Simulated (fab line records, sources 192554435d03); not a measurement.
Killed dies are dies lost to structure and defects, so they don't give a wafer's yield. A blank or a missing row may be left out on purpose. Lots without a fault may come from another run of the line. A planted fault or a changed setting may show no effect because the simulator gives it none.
Split-lot experiment | flow n5_finfet | 7 lots, 21 wafers read, on a route of 1938 steps

THE SPLIT
At N5_PASSIVATION_PASS_ETCH_74 (etches SiNx in CF4/O2, target depth 220 nm, time 110 s), the setting source_w was moved away from the recipe's 535 W on 11 of the 21 wafers read, by -17.6% to +16.8%. The other wafers ran this setting at the recipe's value.

The reading is taken at the split's own step.

THE READING
rf_vpp_V, in V, at N5_PASSIVATION_PASS_ETCH_74 (etches SiNx in CF4/O2, target depth 220 nm, time 110 s). Fault-free wafers of this fab line usually give 240 V, standard deviation 3.8 V.

wafer  | tool, chamber at the split | source_w as run, W | against the recipe | rf_vpp_V, V | against lot-mates on the recipe
L076.4 | rie_diel-01, 0             | 535                | recipe             | 232         | -
L076.5 | rie_diel-01, 3             | 535                | recipe             | 240         | -
L076.6 | rie_diel-01, 2             | 535                | recipe             | 235         | -
L077.1 | rie_diel-04, 0             | 609.7              | +14.0%             | 227         | -16
L077.2 | rie_diel-04, 1             | 609.7              | +14.0%             | 228         | -15
L077.6 | rie_diel-04, 3             | 535                | recipe             | 243         | -
L084.1 | rie_diel-03, 3             | 535                | recipe             | 239         | -
L084.2 | rie_diel-03, 2             | 481.9              | -9.9%              | 247         | +8
L084.3 | rie_diel-03, 0             | 481.9              | -9.9%              | 256         | +17
L085.3 | rie_diel-03, 1             | 535                | recipe             | 243         | -
L085.5 | rie_diel-03, 0             | 508                | -5.0%              | 248         | +6
L085.6 | rie_diel-03, 1             | 535                | recipe             | 242         | -
L090.1 | rie_diel-01, 2             | 535                | recipe             | 234         | -
L090.2 | rie_diel-01, 3             | 441                | -17.6%             | 265         | +31
L090.4 | rie_diel-01, 0             | 441                | -17.6%             | 258         | +24
L093.3 | rie_diel-03, 0             | 624.9              | +16.8%             | 221         | -19
L093.5 | rie_diel-03, 3             | 535                | recipe             | 240         | -
L093.6 | rie_diel-03, 0             | 624.9              | +16.8%             | 221         | -19
L097.1 | rie_diel-03, 3             | 612.3              | +14.4%             | 223         | -10
L097.2 | rie_diel-03, 2             | 612.3              | +14.4%             | 218         | -15
L097.5 | rie_diel-03, 2             | 535                | recipe             | 233         | -

THE FIT
A straight line over all 21 wafers: rf_vpp_V changes by -1.16 V for each +1% of source_w; r = -0.95; the points scatter about the line by 4.1 V.
The same after taking each lot's own level away (the mean of its wafers on the recipe; 21 wafers): -1.23 V for each +1%; r = -0.97; scatter 3.3 V.
On that fit, the largest move of source_w shifts the reading by 22 V.
The lots' own levels span 233.0 to 243.0 V, that is 2.6 times the standard deviation above.
So the lot-to-lot level changes the slope little: the two slopes agree.
Check: with one of the wafers moved furthest among these (-17.6%) left out of the fit, the line predicts +20.8 V for it against its lot-mates. It came out at +31 V against them.
Tool readings at the split's step, against how far the setting was moved: rf_vpp_V r = -0.95.

OTHER SPLITS ON THESE WAFERS
These wafers also went through other splits before the reading. Each is held against what the fit with the lots' levels taken away leaves over:
other split on the same wafers        | wafers away from the commonest value | r with rf_vpp_V (lot level and that fit taken away)
N5_BEOL_M13_EXPOSE_25 dose_mj         | 8                                    | -0.10
N5_BEOL_M13_DEVELOP_27 develop_time_s | 4                                    | +0.15
N5_BEOL_M14_ILD_DEP_00 temp_c         | 7                                    | +0.11
N5_BEOL_M14_PEB_08 peb_time_s         | 5                                    | +0.38
N5_BEOL_M15_SPUTTER_44 time_s         | 7                                    | +0.13

THE WHOLE CHAIN: every reading that the file lists as answering this split, in the file's order
step                        | what it does                                           | reading                                                               | change (the file's fit)               | r (the file's)
N5_PASSIVATION_PASS_ETCH_74 | etches SiNx in CF4/O2, target depth 220 nm, time 110 s | rf_vpp_V                                                              | -1.2 V for each +1% of the setting    | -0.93
N5_PASSIVATION_PASS_ETCH_74 | etches SiNx in CF4/O2, target depth 220 nm, time 110 s | etch.depth_nm (the simulator's own value, which no gauge read)        | +1.82 nm for each +1% of the setting  | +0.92
N5_PASSIVATION_PASS_ETCH_74 | etches SiNx in CF4/O2, target depth 220 nm, time 110 s | TV_OPEN.cd_offset_nm (the simulator's own value, which no gauge read) | -0.105 nm for each +1% of the setting | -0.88

THE FILE'S OWN FIT
rf_vpp_V changes by -1.2 V for each +1% of source_w, r = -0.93.
